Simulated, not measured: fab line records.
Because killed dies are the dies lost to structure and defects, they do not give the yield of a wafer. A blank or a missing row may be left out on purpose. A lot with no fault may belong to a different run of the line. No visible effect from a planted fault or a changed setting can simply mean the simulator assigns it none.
Matching of chambers || flow nand-harc || NHARC_A_STAIRCASE_TRIM_187 on rie-diel-11: 4 sister chambers
The step chemistry O2, time 211.2 s. 4 wafers are shown with their chamber, then 10 later ones without.

## WAFERS WITH THEIR CHAMBER
{"wafer": "L081.3", "chamber": 3, "drypump-motor-current-A (A)": 5.0}
{"wafer": "L081.6", "chamber": 1, "drypump-motor-current-A (A)": 5.3}
{"wafer": "L084.1", "chamber": 0, "drypump-motor-current-A (A)": 6.0}
{"wafer": "L084.2", "chamber": 2, "drypump-motor-current-A (A)": 6.0}

## WAFERS WITHOUT THEIR CHAMBER
{"wafer": "L084.3", "drypump-motor-current-A (A)": 5.3}
{"wafer": "L090.1", "drypump-motor-current-A (A)": 5.0}
{"wafer": "L090.5", "drypump-motor-current-A (A)": 6.0}
{"wafer": "L090.6", "drypump-motor-current-A (A)": 5.4}
{"wafer": "L092.1", "drypump-motor-current-A (A)": 6.0}
{"wafer": "L092.3", "drypump-motor-current-A (A)": 5.3}
{"wafer": "L092.5", "drypump-motor-current-A (A)": 6.0}
{"wafer": "L094.2", "drypump-motor-current-A (A)": 6.0}
{"wafer": "L094.4", "drypump-motor-current-A (A)": 6.0}
{"wafer": "L094.5", "drypump-motor-current-A (A)": 5.0}

## THE CHAMBER EACH PASSED THROUGH
{"wafer": "L084.3", "from the rows above": 1, "in truth": 1}
{"wafer": "L090.1", "from the rows above": 3, "in truth": 3}
{"wafer": "L090.5", "from the rows above": "can't be placed: 0 or 2", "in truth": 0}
{"wafer": "L090.6", "from the rows above": 1, "in truth": 1}
{"wafer": "L092.1", "from the rows above": "can't be placed: 0 or 2", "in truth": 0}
{"wafer": "L092.3", "from the rows above": 1, "in truth": 1}
{"wafer": "L092.5", "from the rows above": "can't be placed: 0 or 2", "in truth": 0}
{"wafer": "L094.2", "from the rows above": "can't be placed: 0 or 2", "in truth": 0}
{"wafer": "L094.4", "from the rows above": "can't be placed: 0 or 2", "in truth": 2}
{"wafer": "L094.5", "from the rows above": 3, "in truth": 3}
Correct placement for 5 of the 10. From these rows, 5 cannot be placed; in 5 the true chamber is one of the candidates. Wrongly placed: 0.
How it was worked out, from the rows above alone: a wafer's distance from a chamber is the root of the sum, over the readings, of the square of ((its reading less the chamber's mean) divided by the reading's scatter). The wafer belongs to the nearest chamber; if the next one is less than 2 further off, it can't be placed. Each chamber's mean is taken over the wafers shown for it. The scatter: root of mean squared gap, hidden wafer to nearest shown wafer, with one shown wafer a chamber.
